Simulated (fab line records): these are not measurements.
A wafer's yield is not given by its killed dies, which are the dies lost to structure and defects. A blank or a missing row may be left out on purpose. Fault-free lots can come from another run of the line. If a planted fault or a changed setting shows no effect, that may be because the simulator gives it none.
Matching of chambers + flow nandHarc + NHARC_P_M2_STRIP_18 on rieDiel-09: 4 sister chambers
The step strips in N2/H2. 14 wafers are shown with their chamber, then 7 later ones without.

WAFERS WITH THEIR CHAMBER
| wafer  | chamber | drypumpMotorCurrentA (A) | rfVppV (V) | oesProductAu (a.u.) |
|--------|---------|--------------------------|------------|---------------------|
| L074.1 | 0       | 6.4                      | 91.2       | 0.979               |
| L074.2 | 1       | 5.0                      | 90.1       | 1.015               |
| L074.6 | 1       | 5.0                      | 90.2       | 1.015               |
| L081.2 | 0       | 6.4                      | 91.2       | 0.989               |
| L081.4 | 2       | 5.6                      | 91.7       | 0.996               |
| L081.6 | 1       | 5.0                      | 90.7       | 1.012               |
| L080.1 | 0       | 6.4                      | 90.7       | 0.981               |
| L080.4 | 3       | 5.6                      | 91.4       | 1.008               |
| L080.5 | 1       | 5.0                      | 88.7       | 1.003               |
| L083.3 | 3       | 5.6                      | 91.5       | 0.999               |
| L083.5 | 1       | 5.0                      | 90.1       | 1.006               |
| L083.6 | 0       | 6.4                      | 91.8       | 0.968               |
| L082.1 | 0       | 6.3                      | 92.2       | 0.988               |
| L082.4 | 2       | 5.7                      | 92.3       | 0.982               |

SIGNATURES, as means of the wafers listed above
| reading              | chamber 0 | chamber 1 | chamber 2 | chamber 3 | scatter within a chamber |
|----------------------|-----------|-----------|-----------|-----------|--------------------------|
| drypumpMotorCurrentA | 6.380     | 5.000     | 5.650     | 5.600     | 0.0361                   |
| rfVppV               | 91.420    | 89.960    | 92.000    | 91.450    | 0.615                    |
| oesProductAu         | 0.98100   | 1.01020   | 0.98900   | 1.00350   | 0.00737                  |
Rule: a wafer's distance from a chamber is the root of the sum, over the readings, of the square of ((its reading less the chamber's mean) divided by the reading's scatter). The wafer belongs to the nearest chamber; if the next one is less than 2 further off, it can't be placed. The scatter is the square root of a quotient: the sum, over the shown wafers, of each reading's squared deviation from its chamber's mean, divided by wafers minus chambers.

WAFERS WITHOUT THEIR CHAMBER
| wafer  | drypumpMotorCurrentA (A) | rfVppV (V) | oesProductAu (a.u.) |
|--------|--------------------------|------------|---------------------|
| L082.6 | 5.6                      | 92.3       | 0.987               |
| L085.3 | 5.6                      | 90.8       | 0.986               |
| L085.4 | 5.0                      | 88.2       | 1.003               |
| L085.6 | 6.4                      | 90.7       | 0.990               |
| L095.2 | 5.0                      | 90.5       | 1.007               |
| L095.5 | 5.0                      | 90.6       | 1.002               |
| L095.6 | 5.6                      | 91.0       | 0.998               |

WHICH CHAMBER EACH WENT THROUGH
| wafer  | from the rows above     | in truth |
|--------|-------------------------|----------|
| L082.6 | can't be placed: 2 or 3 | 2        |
| L085.3 | can't be placed: 2 or 3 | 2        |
| L085.4 | 1                       | 1        |
| L085.6 | 0                       | 0        |
| L095.2 | 1                       | 1        |
| L095.5 | 1                       | 1        |
| L095.6 | can't be placed: 3 or 2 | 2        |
Correct placement for 4 of the 7. Cannot be placed on the basis of these rows: 3; the candidates contain the true chamber in 3. Wrongly placed: 0.
